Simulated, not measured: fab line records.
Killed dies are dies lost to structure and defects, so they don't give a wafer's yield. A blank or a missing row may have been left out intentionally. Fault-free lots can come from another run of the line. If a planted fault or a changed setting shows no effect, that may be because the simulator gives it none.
Which tool was responsible?    flow nand_harc    36 wafers from 12 lots sampled at 5 of the route's 1302 steps

WHAT EACH GAUGE READ, for each wafer
NHARC_A_SLIT_CD_MEAS_09: target cd 300 nm. Usual: 300.1 nm for cd_nm, sd 0.45.
lot   measured      on         cd_nm (nm)         flag
L110  day 20 15:23  cd_sem-02  300.5 300.1 299.4  
L107  day 20 22:25  cd_sem-02  300.8 300.7 301.0  
L112  day 21 16:16  cd_sem-01  300.1 300.0 300.2  
L113  day 21 18:25  cd_sem-01  300.1 300.0 300.4  
L118  day 23 23:34  cd_sem-02  300.3 300.0 300.0  
L121  day 25 15:52  cd_sem-01  300.4 299.5 299.5  
L124  day 26 03:28  cd_sem-03  300.3 300.9 299.7  
L123  day 26 04:13  cd_sem-03  300.1 299.9 300.3  
L128  day 28 08:05  cd_sem-01  299.9 300.8 299.8  
L129  day 28 08:11  cd_sem-02  299.9 300.4 300.6  
L127  day 28 08:58  cd_sem-01  300.7 300.8 300.3  
L130  day 29 08:47  cd_sem-01  300.1 299.7 300.7  

NHARC_END_SORT_01. Usual: killed_at_array 58, standard deviation 20; killed_at_other 1.0, standard deviation 1.2; killed_at_periphery 4.1, standard deviation 3; killed_dies 63, standard deviation 20; killed_open 3.2, standard deviation 1.7; killed_short 2.5, standard deviation 1.5.
lot   measured      on         killed_at_array  killed_at_other  killed_at_periphery  killed_dies  killed_open  killed_short  flag
L121  day 30 05:30  prober-01  676 673 673      0 1 2            1 3 2                677 677 677  3 4 3        3 4 4         OFF
L123  day 30 22:38  prober-02  675 672 671      1 4 0            1 1 6                677 677 677  4 2 2        2 1 2         OFF

WHAT TOOL EACH LOT RAN ON (gives the tool, then ch and the chambers of the sampled wafers, and finally the start)
lot   NHARC_A_SLIT_DESCUM_14              NHARC_A_WL_FILL_RTA_01            NHARC_A_WL_FILL_ETCHBACK_04
L110  rie_diel-12 ch 0,1, day 20 15:35    rtp_anneal-02 ch 0, day 21 06:07  rie_metal-02 ch 0,1, day 21 07:11
L107  rie_diel-02 ch 1,2,3, day 20 22:37  rtp_anneal-02 ch 0, day 21 12:19  rie_metal-02 ch 0,1, day 21 13:20
L112  rie_diel-02 ch 0,1, day 21 16:27    rtp_anneal-01 ch 0, day 22 05:46  rie_metal-02 ch 0,1, day 22 06:48
L113  rie_diel-12 ch 0,1,2, day 21 18:37  rtp_anneal-01 ch 0, day 22 07:49  rie_metal-03 ch 0,1, day 22 08:53
L118  rie_diel-04 ch 0,2, day 23 23:46    rtp_anneal-02 ch 0, day 24 16:02  rie_metal-01 ch 0,1, day 24 17:06
L121  rie_diel-12 ch 0,2,3, day 25 16:04  rtp_anneal-02 ch 0, day 26 05:19  rie_metal-02 ch 0,1, day 26 06:20
L124  rie_diel-12 ch 0,2,3, day 26 03:40  rtp_anneal-01 ch 0, day 26 20:19  rie_metal-01 ch 0,1, day 26 21:25
L123  rie_diel-02 ch 0,2,3, day 26 04:25  rtp_anneal-01 ch 0, day 26 20:55  rie_metal-02 ch 0,1, day 26 21:56
L128  rie_diel-12 ch 0,1,3, day 28 08:16  rtp_anneal-02 ch 0, day 28 21:29  rie_metal-01 ch 0,1, day 28 22:31
L129  rie_diel-02 ch 0,2,3, day 28 08:23  rtp_anneal-01 ch 0, day 28 21:28  rie_metal-03 ch 0,1, day 28 22:30
L127  rie_diel-04 ch 0,1,3, day 28 09:10  rtp_anneal-01 ch 0, day 29 01:52  rie_metal-02 ch 0,1, day 29 02:54
L130  rie_diel-04 ch 0,1, day 29 08:58    rtp_anneal-01 ch 0, day 29 23:38  rie_metal-01 ch 0,1, day 30 00:41
- NHARC_A_SLIT_DESCUM_14: chemistry O2, time 3 s.
- NHARC_A_WL_FILL_RTA_01: time 5 s.
- NHARC_A_WL_FILL_ETCHBACK_04: etches the open film in NF3, target depth 60 nm, time 120 s.

WHAT THE TOOLS THEMSELVES READ (means of the sampled wafers that have a number; where no wafer has one, the mark that the record gives instead)
NHARC_A_SLIT_DESCUM_14. Usual: drypump_motor_current_A 5.7 A, standard deviation 0.48; mfc_ar_sccm 0.010 sccm, standard deviation 0.012; oes_product_au 1.001 a.u., standard deviation 0.012; rf_vpp_V 57.8 V, standard deviation 0.92; showerhead_plenum_p_Torr 1.90 Torr, standard deviation 0.068; throttle_valve_pct 11.310 %, standard deviation 0.01.
lot   tool         drypump_motor_current_A (A)  mfc_ar_sccm (sccm)  oes_product_au (a.u.)  rf_vpp_V (V)  showerhead_plenum_p_Torr (Torr)  throttle_valve_pct (%)  flag
L110  rie_diel-12  5.6                          0.008               1.007                  58.2          1.89                             11.303                  
L107  rie_diel-02  6.2                          0.013               1.008                  58.2          1.89                             11.313                  
L112  rie_diel-02  5.9                          0.025               1.000                  57.4          1.91                             11.310                  
L113  rie_diel-12  5.5                          0.008               1.013                  58.5          1.88                             11.318                  
L118  rie_diel-04  6.1                          0.007               1.005                  57.4          1.91                             11.312                  
L121  rie_diel-12  5.3                          0.008               1.010                  58.4          1.86                             11.299                  
L124  rie_diel-12  5.4                          0.008               0.999                  58.2          1.86                             11.315                  
L123  rie_diel-02  6.1                          0.020               1.006                  56.8          1.91                             11.317                  
L128  rie_diel-12  5.4                          0.008               1.003                  57.5          1.86                             11.312                  
L129  rie_diel-02  6.1                          0.020               1.004                  57.0          1.91                             11.315                  
L127  rie_diel-04  5.3                          0.005               0.998                  58.2          1.91                             11.317                  
L130  rie_diel-04  5.4                          0.007               0.994                  58.3          1.94                             11.308                  

NHARC_A_WL_FILL_RTA_01. Usual: lamp_power_pct 29.6 %, standard deviation 0.67; wafer_temp_C_max 1003.8, standard deviation 1.8.
lot   tool           lamp_power_pct (%)  wafer_temp_C_max  flag
L110  rtp_anneal-02  30.3                1002.5            
L107  rtp_anneal-02  30.3                1002.1            
L112  rtp_anneal-01  29.0                1005.7            
L113  rtp_anneal-01  29.0                1005.6            
L118  rtp_anneal-02  30.3                1002.6            
L121  rtp_anneal-02  30.3                1002.5            
L124  rtp_anneal-01  28.9                1006.3            
L123  rtp_anneal-01  28.9                1005.9            
L128  rtp_anneal-02  30.3                1002.2            
L129  rtp_anneal-01  28.9                1004.9            
L127  rtp_anneal-01  28.9                1006.6            
L130  rtp_anneal-01  29.0                1006.3            

NHARC_A_WL_FILL_ETCHBACK_04. Usual: drypump_motor_current_A 5.5 A, standard deviation 0.48; oes_product_au 1.004 a.u., standard deviation 0.0083; run_length_s 141.3 s, standard deviation 0.42.
lot   tool          drypump_motor_current_A (A)  oes_product_au (a.u.)  run_length_s (s)  flag
L110  rie_metal-02  5.1                          1.007                  141.7             
L107  rie_metal-02  5.2                          1.008                  141.4             
L112  rie_metal-02  5.1                          1.002                  141.4             
L113  rie_metal-03  5.9                          1.004                  141.1             
L118  rie_metal-01  5.8                          1.010                  141.2             
L121  rie_metal-02  5.1                          1.013                  57.8              OFF
L124  rie_metal-01  5.5                          0.997                  141.7             
L123  rie_metal-02  5.1                          1.002                  57.8              OFF
L128  rie_metal-01  5.5                          1.009                  141.5             
L129  rie_metal-03  5.9                          1.000                  140.9             
L127  rie_metal-02  5.1                          0.995                  141.4             
L130  rie_metal-01  5.7                          1.006                  141.5             

THE ANSWER, worked out from the rows above alone
Rule: a lot is off if the mean of its wafers that have a number lies more than 3 standard deviations from the usual mean. Also off: a lot with no number at a reading for which 4 or more lots have one. Any other lot the step has rows for is counted as sound. Order of review: gauges by route order, followed by the tools' own readings, for which a lot's mean as printed above is used. At the first step where some lot is off, the reading lying furthest off is the one used; lots without a number count as furthest.
Off: L121, L123, at NHARC_END_SORT_01 (killed_at_array). Neither off nor sound, because the step has no rows for them: L110, L107, L112, L113, L118, L124, L128, L129, L127, L130.
A tool fits if, at a process step before that reading, it ran every lot that is off, and no sound lot after the first of them. Not tried: the gauges at NHARC_END_SORT_01; whatever is off there is also off at NHARC_A_WL_FILL_ETCHBACK_04, on other tools, and gauge error can't account for it. One fits: rie_metal-02 at NHARC_A_WL_FILL_ETCHBACK_04. It ran no sound lot before its first lot that is off in this sample, so the start can't be narrowed down.

WHAT WAS PUT IN BY THE SIMULATOR
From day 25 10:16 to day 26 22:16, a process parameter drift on rie_metal-02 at NHARC_A_WL_FILL_ETCHBACK_04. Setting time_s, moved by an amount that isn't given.
Struck lots among those shown: L121, L123. Same finding as the rule above.
